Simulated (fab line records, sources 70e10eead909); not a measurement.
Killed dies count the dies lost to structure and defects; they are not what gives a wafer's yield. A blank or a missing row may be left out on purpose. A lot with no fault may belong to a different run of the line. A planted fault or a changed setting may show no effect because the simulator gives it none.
Which of the tools did it?	flow nand-harc	12 lots with 36 wafers sampled at 2 steps, on a route of 1302 steps

## WHAT THE GAUGES SHOWED, per wafer
NHARC_A_CHANNEL_HOLE_D2_CD_MEAS_18.
lot	measured	on	cd-nm (nm)
L075	day 13 09:20	cd-sem-03	100 103 104
L077	day 14 09:52	cd-sem-01	103 102 102
L078	day 14 23:46	cd-sem-03	97 95 97
L081	day 16 07:43	cd-sem-03	99 101 97
L083	day 17 00:46	cd-sem-02	98 98 102
L085	day 17 14:32	cd-sem-01	103 95 100
L088	day 19 05:27	cd-sem-03	100 98 101
L087	day 19 17:34	cd-sem-03	100 104 103
L091	day 20 07:23	cd-sem-02	106 103 101
L093	day 21 17:34	cd-sem-01	95 97 96
L095	day 22 00:17	cd-sem-01	96 98 101
L097	day 22 14:05	cd-sem-03	95 98 102

## TOOL THAT RAN EACH LOT (tool first, then ch and the chambers of the sampled wafers, then the start)
lot	NHARC_A_CHANNEL_HOLE_D2_ETCH_38
L075	rie-diel-05 ch 1,3, day 13 08:19
L077	rie-diel-08 ch 0,2, day 14 08:51
L078	rie-diel-08 ch 1,2,3, day 14 22:45
L081	rie-diel-08 ch 0,1,3, day 16 06:41
L083	rie-diel-05 ch 0,1,2, day 16 23:44
L085	rie-diel-05 ch 0,1,2, day 17 13:31
L088	rie-diel-05 ch 0,2, day 19 04:26
L087	rie-diel-05 ch 0,1,2, day 19 16:33
L091	rie-diel-08 ch 0,1,2, day 20 06:23
L093	rie-diel-04 ch 0,2,3, day 21 16:33
L095	rie-diel-05 ch 0,2, day 21 23:16
L097	rie-diel-05 ch 0,2,3, day 22 13:04
- NHARC_A_CHANNEL_HOLE_D2_ETCH_38: etches the open film in CF4, target depth 39 nm, time 65 s.

## THE ANSWER, worked out from the rows above alone
Rule: the usual values come from the lots themselves. Put in order of their means at a reading, lots are off if they are a third of the lots or fewer, leave a main group of 4 or more, and stand apart from it by a gap of 3 or more times the standard deviation of the main group's means; of several such gaps the widest counts. A main group whose means are all the same, to the digits that the tables above print for the reading, isn't used. Also off: a lot with no number at a reading for which 4 or more lots have one. All remaining lots with rows at the step are treated as sound.
Across all readings shown, no lot is off: no conclusion can be drawn from this.

## WHAT THE SIMULATOR HAD INSERTED
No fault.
